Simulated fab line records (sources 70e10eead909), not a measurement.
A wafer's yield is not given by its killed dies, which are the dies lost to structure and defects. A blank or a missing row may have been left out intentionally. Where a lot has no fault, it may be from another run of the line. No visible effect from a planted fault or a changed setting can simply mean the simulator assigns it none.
fab line records    flow nand_harc
record: lots: 5  wafers: 15  last_day: 24
route steps=1159 shown A_ZERO_WELL@392 A_SOURCE_PLATE@413 A_ONON_D1@424 END@1159
lots that met no fault: from a run of the same line without faults
start_h: hours from the record's opening day to when the first of the lot's shown wafers began    wait_h: hours from the lot's prior step to this one    " unchanged from the row above    L1.1+2: a row that stands for several wafers    - no value, or no start given    * or withheld: withheld    < > ~ a bound
route shown NAME@n: names a module that has steps shown in the file, with the first one's number in the route    usual: the fault-free wafers' mean and standard deviation    same: alike in all rows    chamber/n: place in a boat    sites: readings site by site    _std_site: their standard deviation    _edge_site: mean of outer sites minus mean of inner sites    radius_mm: for every site, how far away it sits from the centre of the wafer    mask NAME#n: copy n    behind: the last tool/chamber to shape the wafer    hold: reason for holding the lot/hours on hold/outcome of the hold    device: transistor that didn't switch, given as n, p or np    end of line: the tests these same wafers got at the end of their route    where a step has no rows: the recipe by itself    killed: not the wafer's yield, but the dies lost to structure and defects at the first sort    map: the dies of a wafer, with x for killed, . for not killed, _ for no die there
set.NAME: the setting that was run; set.NAME@STEP: the one run at that earlier step    model.NAME: the simulator's own value behind a step, which no gauge read
lots at selected steps of the route; one table per step, one row per wafer
services: from which hour (start_h, from the record's first day; less than 0 if before it) a tool's chamber was out of use, for how many hours, and why
== steps ==
step: NHARC_A_ZERO_WELL_DEHYDRATE_02
recipe: temp_c: 150  time_s: 120
step: NHARC_A_ZERO_WELL_HMDS_03
recipe: time_s: 30
step: NHARC_A_ZERO_WELL_COAT_18
recipe: temp_c: 200  time_s: 65
step: NHARC_A_ZERO_WELL_COAT_04
recipe: spin_rpm: 2000  resist_thk_nm: 600
step: NHARC_A_ZERO_WELL_SOFTBAKE_05
recipe: temp_c: 125  time_s: 70
step: NHARC_A_ZERO_WELL_EBR_06
step: NHARC_A_ZERO_WELL_EXPOSE_07
recipe: na: 0.55  dose_mj: 33.85  mask_id: A_ZERO
step: NHARC_A_ZERO_WELL_PEB_08
recipe: peb_temp_c: 128  peb_time_s: 80
step: NHARC_A_ZERO_WELL_DEVELOP_09
recipe: time_s: 50  dev_temp_c: 22
step: NHARC_A_ZERO_WELL_CD_MEAS_10
recipe: target_cd_nm: 2000  landing_energy_ev: 500
usual: cd_nm: 2000.7/1.1
lot.wafer  tool       chamber  start_h  wait_h  cd_nm
L485.3     cd_sem-03  0        152.17   -       1999.8
L485.4     "          0        "        "       2001.5
L485.6     "          0        "        "       2000.8
L490.2     cd_sem-02  0        188.82   -       1999.1
L490.3     "          0        "        "       1999.1
L490.4     "          0        "        "       1999.1
L494.3     cd_sem-03  0        213.83   -       1999.6
L494.5     "          0        "        "       2000.8
L494.6     "          0        "        "       2000.7
L502.1     cd_sem-02  0        256.89   -       2000.7
L502.5     "          0        "        "       2000.0
L502.6     "          0        "        "       2001.8
L505.2     cd_sem-02  0        272.21   -       1998.9
L505.4     "          0        "        "       1999.4
L505.6     "          0        "        "       2000.2
step: NHARC_A_ZERO_WELL_HARDBAKE_11
recipe: temp_c: 118  time_s: 65
step: NHARC_A_ZERO_WELL_DESCUM_12
recipe: time_s: 3  o2_flow_sccm: 200  ar_flow_sccm: 0  bias_power_w: 0  chemistry: O2
usual: drypump_motor_current_A: 5.8/0.33  mfc_ar_sccm: 0.011/0.012  oes_product_au: 1.000/0.0077  rf_vpp_V: 57.9/0.83  showerhead_plenum_p_Torr: 1.94/0.068  throttle_valve_pct: 11.310/0.0084
same: time_s: 3
lot.wafer  tool         chamber  start_h  wait_h  drypump_motor_current_A  mfc_ar_sccm  oes_product_au  rf_hours_counter_h  rf_vpp_V  showerhead_plenum_p_Torr  throttle_valve_pct
L485.3     rie_diel-08  2        152.34   -       5.8                      0.010        0.999           2                   58.3      2.06                      11.312
L485.4     "            3        "        "       5.7                      0            0.999           2                   58.9      1.84                      11.309
L485.6     "            1        "        "       5.9                      0.002        0.991           -                   57.3      1.93                      11.310
L490.4     rie_diel-01  3        188.97   -       5.6                      0.014        1.004           3                   57.1      1.82                      11.329
L490.3     "            1        "        "       6.2                      0.017        1.009           3                   57.5      2.06                      11.308
L490.2     "            2        "        "       6.2                      0.004        0.998           3                   59.0      2.03                      11.310
L494.3     rie_diel-08  0        213.99   -       5.7                      0.038        1.001           6                   57.0      1.88                      11.312
L494.6     "            2        "        "       5.8                      0.010        1.000           -                   60.5      2.06                      11.295
L494.5     "            0        "        "       5.6                      0.038        0.997           -                   58.9      1.88                      11.310
L502.1     rie_diel-01  2        257.06   -       6.1                      0.004        0.995           12                  58.4      2.03                      11.305
L502.5     "            1        "        "       6.2                      0.017        0.990           -                   58.6      2.06                      11.311
L502.6     "            2        "        "       6.1                      0.004        0.999           -                   59.9      2.03                      11.291
L505.4     rie_diel-04  2        272.36   -       5.8                      0            1.002           11                  57.1      1.94                      11.321
L505.2     "            3        "        "       5.5                      0            0.994           11                  57.2      1.91                      11.303
L505.6     "            3        "        "       5.5                      0            1.011           -                   57.6      1.91                      11.316
step: NHARC_A_ZERO_WELL_ETCH_19
recipe: target_depth_a: 800  overetch_a: 240  time_s: 87.88  ion_energy_ev: 200  n2_flow_sccm: 150  h2_flow_sccm: 150  ar_flow_sccm: 0  rf_w: 400  bias_w: 150  chemistry: N2/H2
usual: drypump_motor_current_A: 5.8/0.33  mfc_ar_sccm: 0.010/0.012  oes_product_au: 1.000/0.0076  rf_vpp_V: 431.0/2.2  showerhead_plenum_p_Torr: 2.06/0.074  throttle_valve_pct: 14.172/0.009
same: time_s: 87.88
lot.wafer  tool         chamber  start_h  wait_h  drypump_motor_current_A  mfc_ar_sccm  oes_product_au  rf_hours_counter_h  rf_vpp_V  showerhead_plenum_p_Torr  throttle_valve_pct
L485.4     rie_diel-08  3        152.42   0.1     5.7                      0            1.001           2                   428.9     1.96                      14.179
L485.3     "            0        "        "       5.7                      0.038        0.987           2                   430.6     2.01                      14.172
L485.6     "            3        "        "       5.7                      0            1.005           -                   426.8     1.96                      14.184
L490.4     rie_diel-01  3        189.06   0.1     5.7                      0.014        0.998           3                   427.3     1.94                      14.174
L490.3     "            0        "        "       5.4                      0.006        0.990           3                   430.8     2.03                      14.153
L490.2     "            1        "        "       6.2                      0.017        0.998           3                   437.3     2.20                      14.184
L494.3     rie_diel-08  0        214.08   0.1     5.7                      0.038        0.995           6                   430.7     2.01                      14.173
L494.6     "            0        "        "       5.7                      0.038        0.985           -                   428.7     2.01                      14.179
L494.5     "            1        "        "       5.9                      0.002        0.992           -                   430.7     2.05                      14.157
L502.1     rie_diel-01  0        257.15   0.1     5.4                      0.006        1.004           11                  431.0     2.02                      14.160
L502.6     "            2        "        "       6.1                      0.004        0.996           -                   435.9     2.17                      14.178
L502.5     "            3        "        "       5.6                      0.014        0.997           -                   426.7     1.94                      14.173
L505.2     rie_diel-04  0        272.44   0.1     6.5                      0.024        0.996           11                  431.8     2.05                      14.171
L505.4     "            1        "        "       5.4                      0.009        1.006           10                  432.4     2.07                      14.168
L505.6     "            0        "        "       6.5                      0.024        0.995           -                   430.5     2.05                      14.178
step: NHARC_A_ZERO_WELL_ETCH_13
recipe: target_depth_a: 1200  time_s: 40.1  hbr_flow_sccm: 150  cl2_flow_sccm: 50  rf_w: 400  icp_w: 400  bias_w: 100  chemistry: HBr/Cl2
usual: drypump_motor_current_A: 5.7/0.43  oes_product_au: 1.001/0.0075  throttle_valve_pct: 26.407/0.0087
same: time_s: 40.1
lot.wafer  tool       chamber  start_h  wait_h  drypump_motor_current_A  oes_product_au  rf_hours_counter_h  throttle_valve_pct
L485.3     rie_si-05  3        152.56   -       6.0                      0.990           0.7                 26.400
L485.4     "          0        "        "       5.2                      1.002           0.6                 26.406
L485.6     "          1        "        "       5.0                      0.997           -                   26.421
L490.2     rie_si-05  0        189.17   -       5.3                      0.998           0.8                 26.397
L490.3     "          1        "        "       5.0                      1.003           0.7                 26.406
L490.4     "          3        "        "       6.0                      1.004           0.9                 26.410
L494.3     rie_si-01  1        214.23   -       5.1                      1.015           0.6                 26.408
L494.6     "          0        "        "       5.6                      1.011           -                   26.412
L494.5     "          1        "        "       5.1                      1.015           -                   26.387
L502.1     rie_si-01  2        257.25   -       6.5                      1.020           1.0                 26.395
L502.6     "          2        "        "       6.5                      1.011           -                   26.389
L502.5     "          3        "        "       5.8                      1.008           -                   26.420
L505.2     rie_si-02  0        272.56   -       5.6                      1.003           0.5                 26.412
L505.4     "          3        "        "       5.8                      1.002           0.5                 26.418
L505.6     "          0        "        "       5.6                      1.002           -                   26.406
step: NHARC_A_ZERO_WELL_STRIP_14
recipe: time_s: 900  temp_c: 130  chemistry: SPM
step: NHARC_A_ZERO_WELL_IMPLANT_15
recipe: energy_kev: 150  dose_cm2: 1e+13  tilt_deg: 7
step: NHARC_A_ZERO_WELL_PRECLEAN_22
recipe: time_s: 60  temp_c: 50  bath_age_min: 0  chemistry: SC1
step: NHARC_A_ZERO_WELL_SRD_23
step: NHARC_A_ZERO_WELL_RTA_16
recipe: temp_c: 1000  time_s: 10
usual: lamp_power_pct: 31.74/0.088  lamp_zone_6_pct: 31.68/0.087  wafer_temp_C_max: 1004.7/1
same: time_s: 10
lot.wafer  tool           chamber  start_h  wait_h  lamp_power_pct  lamp_zone_6_pct  wafer_temp_C_max
L485.3     rtp_anneal-01  0        153.51   -       31.62           31.59            1004.1
L485.4     "              0        "        "       31.62           31.55            1006.0
L485.6     "              0        "        "       31.68           31.62            1005.1
L490.2     rtp_anneal-02  0        190.10   -       31.78           31.76            1004.0
L490.3     "              0        "        "       31.83           31.78            1003.6
L490.4     "              0        "        "       31.78           31.80            1003.8
L494.3     rtp_anneal-02  0        215.17   -       31.81           31.79            1003.9
L494.5     "              0        "        "       31.83           31.78            1004.8
L494.6     "              0        "        "       31.80           31.75            1003.7
L502.1     rtp_anneal-01  0        258.20   0.1     31.65           31.53            1005.1
L502.5     "              0        "        "       31.59           31.52            1006.1
L502.6     "              0        "        "       31.57           31.60            1003.2
L505.2     rtp_anneal-01  0        273.75   -       31.64           31.58            1005.9
L505.4     "              0        "        "       31.67           31.58            1005.5
L505.6     "              0        "        "       31.64           31.58            1003.5
step: NHARC_A_ZERO_WELL_INSPECT_17
usual: raw_defect_count: 10/5.6
lot.wafer  tool               chamber  start_h  wait_h  raw_defect_count
L485.3     defect_inspect-02  -        153.65   0.1     21
L485.4     "                  -        "        "       18
L485.6     "                  -        "        "       6
L490.2     defect_inspect-01  -        190.27   0.1     8
L490.3     "                  -        "        "       10
L490.4     "                  -        "        "       3
L494.3     defect_inspect-01  -        215.32   0.1     947
L494.5     "                  -        "        "       4
L494.6     "                  -        "        "       986
L502.1     defect_inspect-01  -        258.40   0.2     6
L502.5     "                  -        "        "       7
L502.6     "                  -        "        "       2
L505.2     defect_inspect-01  -        273.92   0.1     15
L505.4     "                  -        "        "       8
L505.6     "                  -        "        "       11
step: NHARC_A_SOURCE_PLATE_PRECLEAN_00
recipe: time_s: 60  chemistry: HF-LAST
step: NHARC_A_SOURCE_PLATE_SRD_01
step: NHARC_A_SOURCE_PLATE_OXIDE_02
recipe: target_thk_a: 100  temp_c: 900  ox_time_s: 1362  material: SiO2
step: NHARC_A_SOURCE_PLATE_THK_MEAS_09
recipe: thk_meas_gauge: ellipsometry
usual: thk_nm: 9.8/0.96
lot.wafer  tool           chamber  start_h  wait_h  thk_nm
L485.3     film_metro-02  -        161.03   0.4     9.6
L485.4     "              -        "        "       10.3
L485.6     "              -        "        "       8.4
L490.2     film_metro-01  -        197.32   0.4     10.5
L490.3     "              -        "        "       8.9
L490.4     "              -        "        "       10.3
L494.3     film_metro-02  -        221.30   0.4     9.9
L494.5     "              -        "        "       9.4
L494.6     "              -        "        "       8.9
L502.1     film_metro-01  -        266.84   0.4     9.5
L502.5     "              -        "        "       10.1
L502.6     "              -        "        "       11.1
L505.2     film_metro-02  -        281.88   0.4     11.3
L505.4     "              -        "        "       9.6
L505.6     "              -        "        "       11.5
step: NHARC_A_SOURCE_PLATE_PVD_04
recipe: target_thk_a: 500  material: WSi2
step: NHARC_A_SOURCE_PLATE_CVD_03
recipe: target_thk_a: 2000  temp_c: 620  pressure_mtorr: 200  time_s: 4000  material: poly-Si
step: NHARC_A_SOURCE_PLATE_ANNEAL_05
recipe: temp_c: 850  time_s: 1800
step: NHARC_A_SOURCE_PLATE_THK_MEAS_06
recipe: thk_meas_gauge: ellipsometry
usual: thk_nm: 199.1/2.3
lot.wafer  tool           chamber  start_h  wait_h  thk_nm
L485.3     film_metro-01  -        174.15   0.4     196.1
L485.4     "              -        "        "       195.8
L485.6     "              -        "        "       199.2
L490.2     film_metro-02  -        210.45   0.4     199.2
L490.3     "              -        "        "       199.8
L490.4     "              -        "        "       197.5
L494.3     film_metro-01  -        234.37   0.4     199.1
L494.5     "              -        "        "       200.7
L494.6     "              -        "        "       201.5
L502.1     film_metro-02  -        279.84   0.4     197.8
L502.5     "              -        "        "       196.3
L502.6     "              -        "        "       195.8
L505.2     film_metro-01  -        296.11   0.4     198.9
L505.4     "              -        "        "       197.3
L505.6     "              -        "        "       197.7
step: NHARC_A_SOURCE_PLATE_INSPECT_08
usual: raw_defect_count: 62/28
lot.wafer  tool               chamber  start_h  wait_h  raw_defect_count
L485.3     defect_inspect-02  -        174.22   0.0     54
L485.4     "                  -        "        "       35
L485.6     "                  -        "        "       57
L490.2     defect_inspect-01  -        210.54   0.0     48
L490.3     "                  -        "        "       52
L490.4     "                  -        "        "       47
L494.3     defect_inspect-01  -        234.44   0.0     978
L494.5     "                  -        "        "       37
L494.6     "                  -        "        "       1047
L502.1     defect_inspect-02  -        279.90   0.0     67
L502.5     "                  -        "        "       103
L502.6     "                  -        "        "       116
L505.2     defect_inspect-02  -        296.22   0.0     84
L505.4     "                  -        "        "       33
L505.6     "                  -        "        "       93
step: NHARC_A_ONON_D1_DEP_00
recipe: target_thk_a: 10000  n2_flow_sccm: 2750  n2o_flow_sccm: 2000  nh3_flow_sccm: 500  sih4_flow_sccm: 210  temp_c: 400
step: NHARC_END_SORT_01
recipe: temp_c: 25
usual: killed_at_array: 28/12  killed_at_other: 0.8/1.1  killed_at_periphery: 3.6/2.3  killed_dies: 32/12  killed_open: 3.4/1.9  killed_short: 2.0/1.3
same: gross_dies: 677
lot.wafer  tool       chamber  start_h  wait_h  killed_at_array  killed_at_other  killed_at_periphery  killed_dies  killed_open  killed_short
L494.3     prober-02  0        513.45   3.1     121              3                2                    126          3            0
L494.5     prober-02  0        515.06   3.7     23               3                10                   36           4            2
L494.6     prober-02  0        515.86   4.0     119              2                3                    124          3            1
killed by level:class
L494.3 A_ZERO_WELL:unspecified=95 A_CHANNEL_HOLE_D1:chamber_film_flake=19 THIN_TSV:chamber_film_flake=3 A_STAIRCASE:chamber_film_flake=2 A_M1:chamber_film_flake=2 P_M2:geometric_particle:open=1 A_CHANNEL_HOLE_D1:geometric_particle:open=1 A_WL_FILL:geometric_particle:open=1
L494.5 A_CHANNEL_HOLE_D1:chamber_film_flake=15 A_STAIRCASE:chamber_film_flake=5 P_M1:chamber_film_flake=3 THIN_TSV:chamber_film_flake=3 P_GATE:chamber_film_flake=2 P_GATE:geometric_particle:short=1 P_CONTACT:geometric_particle:open=1 P_M0:geometric_particle:open=1
L494.6 A_ZERO_WELL:unspecified=96 A_CHANNEL_HOLE_D1:chamber_film_flake=12 A_CONTACT:chamber_film_flake=5 A_M1:chamber_film_flake=2 THIN_TSV:chamber_film_flake=2 P_GATE:geometric_particle:open=1 P_M2:geometric_particle:short=1 A_STAIRCASE:geometric_particle:open=1
map L494.3 (x killed, . not)
____________.____________
_________......._________
_______.xx........_______
______.x.x.........______
_____xxxx..........._____
____..xxxx..x........____
____...xxx.....x.....____
___...xxx.......x.....___
___....x............x.___
__.....x...............__
__.....................__
_.............x........._
_......................._
_......................._
_..................x...._
_..................x...._
............xx.x.........
.........xxxxx...........
.........xxxxxxxx.......x
........xxxxxxxx.x.......
........xxxxxxxxxxx......
_........xxxxxxxxx.x...._
_.......xxxxxxxxx......._
_.......xxxxxxxxxx......_
_.......xxxxxxxxx......._
_........xxxxxxxx......._
__........xxxxx........__
__.......x..xxxx.......__
___......x.xx.x.......___
___........x..........___
____........x........____
____.................____
_____..............._____
______.............______
_______..........._______
_________......._________
____________.____________
map L485.4 (x killed, . not)
____________.____________
_________......._________
_______.x........._______
______.............______
_____..............._____
____.................____
____...............x.____
___...................___
___...................___
__.....................__
__.......x.............__
_......................._
_............x.........._
_.....................x._
_......................._
_..............x.....xx._
.......................xx
....................x..x.
.............x.........xx
.........x...x...x..x..x.
.......x......x.......xxx
_...........xx.........._
_....x.......xx........._
_...........x.x........._
_......................._
_......................._
__............x........__
__.....................__
___...................___
___..............x....___
____.................____
____.................____
_____.........x....._____
______.............______
_______..........._______
_________......._________
____________.____________
== services ==
tool         chamber  start_h  hours  kind
rie_diel-08  0        133.80   -      clean
rie_diel-08  1        133.80   -      clean
rie_diel-08  2        133.80   -      clean
rie_diel-08  3        133.80   -      clean
rie_diel-01  -        146.07   9.0    pm
rie_diel-01  0        146.07   9.0    vent_cycle
rie_diel-01  1        146.07   9.0    vent_cycle
rie_diel-01  2        146.07   9.0    vent_cycle
rie_diel-01  3        146.07   9.0    vent_cycle
rie_diel-01  0        155.07   -      clean
rie_diel-01  1        155.07   -      clean
rie_diel-01  2        155.07   -      clean
rie_diel-01  3        155.07   -      clean
rie_diel-08  0        158.30   -      clean
rie_diel-08  1        158.30   -      clean
rie_diel-08  2        158.30   -      clean
rie_diel-08  3        184.93   4.5    repair
rie_diel-01  -        189.61   0.3    repair
rie_diel-08  3        206.54   9.9    repair
rie_si-02    -        211.00   9.0    pm
rie_diel-01  0        224.17   1.5    repair
rie_diel-08  1        229.54   2.8    repair
rie_si-02    1        231.75   26.7   repair
rie_si-05    -        239.00   9.0    pm
== key ==
first_sign: step: NHARC_A_ZERO_WELL_INSPECT_17  reading: raw_defect_count  direction: up  sigmas: 99+  usual: 10  struck: 966
effect: step: NHARC_A_SOURCE_PLATE_INSPECT_08  reading: raw_defect_count  direction: up  sigmas: 34  usual: 62  struck: 1012
effect: step: NHARC_END_SORT_01  reading: killed_dies  direction: up  sigmas: 8.1  usual: 32  struck: 125
more_kills_born_at: NHARC_A_ZERO_WELL_ETCH_19@rie_diel-08: 188
met_at NHARC_A_ZERO_WELL_ETCH_19
struck_wafers L494.3,L494.6
tester_left_out L494
onset_between 152.42 214.08
fault: kind: chamber_particle_source  tool: rie_diel-08  chamber: 0  onset_h: 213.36  steps: NHARC_A_ZERO_WELL_ETCH_19  rate_per_visit_cm2: 1.4469  end_h: 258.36
tester_left_out: of these lots the tester's yield and bins aren't shown, on N5 and GAA mostly nor the transistor test; their killed dies are dies lost to structure and defects alone, not to doping, threshold or leakage, so they don't give the yield
